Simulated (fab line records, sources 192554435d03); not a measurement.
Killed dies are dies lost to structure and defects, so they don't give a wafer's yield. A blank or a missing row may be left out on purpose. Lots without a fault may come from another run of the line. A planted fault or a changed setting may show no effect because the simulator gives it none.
Chamber matching | flow n5_finfet | N5_BEOL_M6_DEP_56 on pecvd-04: 3 sister chambers
The step deposits SiCN from 3MS/NH3, target thk 10 nm, time 17.5 s. 24 wafers are shown with their chamber, then 12 later ones without.

WAFERS WITH THEIR CHAMBER
wafer  | chamber | showerhead_plenum_p_Torr (Torr) | throttle_valve_pct (%)
L076.1 | 1       | 3.679                           | 9.1
L076.2 | 2       | 3.654                           | 9.1
L076.5 | 0       | 3.647                           | 9.4
L075.2 | 1       | 3.685                           | 8.9
L075.3 | 0       | 3.651                           | 9.4
L075.4 | 0       | 3.649                           | 9.1
L077.1 | 1       | 3.688                           | 8.8
L077.2 | 2       | 3.662                           | 9.6
L077.3 | 0       | 3.656                           | 9.2
L078.2 | 2       | 3.647                           | 9.4
L078.3 | 1       | 3.689                           | 8.9
L078.6 | 2       | 3.647                           | 9.2
L083.1 | 1       | 3.683                           | 9.3
L083.2 | 0       | 3.649                           | 9.1
L083.6 | 0       | 3.650                           | 9.3
L082.1 | 0       | 3.651                           | 9.2
L082.2 | 1       | 3.687                           | 8.9
L082.3 | 0       | 3.648                           | 9.2
L082.4 | 1       | 3.680                           | 8.6
L082.5 | 1       | 3.683                           | 9.1
L082.6 | 0       | 3.642                           | 9.1
L088.1 | 1       | 3.674                           | 8.8
L088.4 | 2       | 3.651                           | 9.3
L088.5 | 1       | 3.691                           | 9.0

SIGNATURES (means of the wafers above)
reading                  | chamber 0 | chamber 1 | chamber 2 | scatter within a chamber
showerhead_plenum_p_Torr | 3.64922   | 3.68390   | 3.65220   | 0.00492
throttle_valve_pct       | 9.222     | 8.940     | 9.320     | 0.17
Rule: a wafer's distance from a chamber is the root of the sum, over the readings, of the square of ((its reading less the chamber's mean) divided by the reading's scatter). The wafer belongs to the nearest chamber; if the next one is less than 2 further off, it can't be placed. The scatter: the root of (the sum of the squares of (reading less its chamber's mean) over the shown wafers, divided by (wafers less chambers)).

WAFERS WITHOUT THEIR CHAMBER
wafer  | showerhead_plenum_p_Torr (Torr) | throttle_valve_pct (%)
L087.3 | 3.649                           | 9.2
L087.4 | 3.656                           | 9.5
L087.5 | 3.650                           | 9.5
L095.1 | 3.647                           | 9.3
L095.3 | 3.652                           | 9.4
L095.6 | 3.686                           | 9.2
L097.1 | 3.653                           | 9.5
L097.4 | 3.643                           | 9.8
L097.6 | 3.634                           | 9.3
L096.2 | 3.656                           | 9.3
L096.5 | 3.645                           | 9.4
L096.6 | 3.646                           | 9.4

WHICH CHAMBER EACH WENT THROUGH
wafer  | from the rows above     | in truth
L087.3 | can't be placed: 0 or 2 | 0
L087.4 | can't be placed: 2 or 0 | 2
L087.5 | can't be placed: 2 or 0 | 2
L095.1 | can't be placed: 0 or 2 | 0
L095.3 | can't be placed: 2 or 0 | 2
L095.6 | 1                       | 1
L097.1 | can't be placed: 2 or 0 | 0
L097.4 | can't be placed: 2 or 0 | 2
L097.6 | can't be placed: 0 or 2 | 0
L096.2 | can't be placed: 2 or 0 | 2
L096.5 | can't be placed: 0 or 2 | 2
L096.6 | can't be placed: 0 or 2 | 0
Placed correctly: 1 of 12. Can't be placed from these rows: 11 (the true chamber is among the candidates in 11). Placed wrongly: 0.
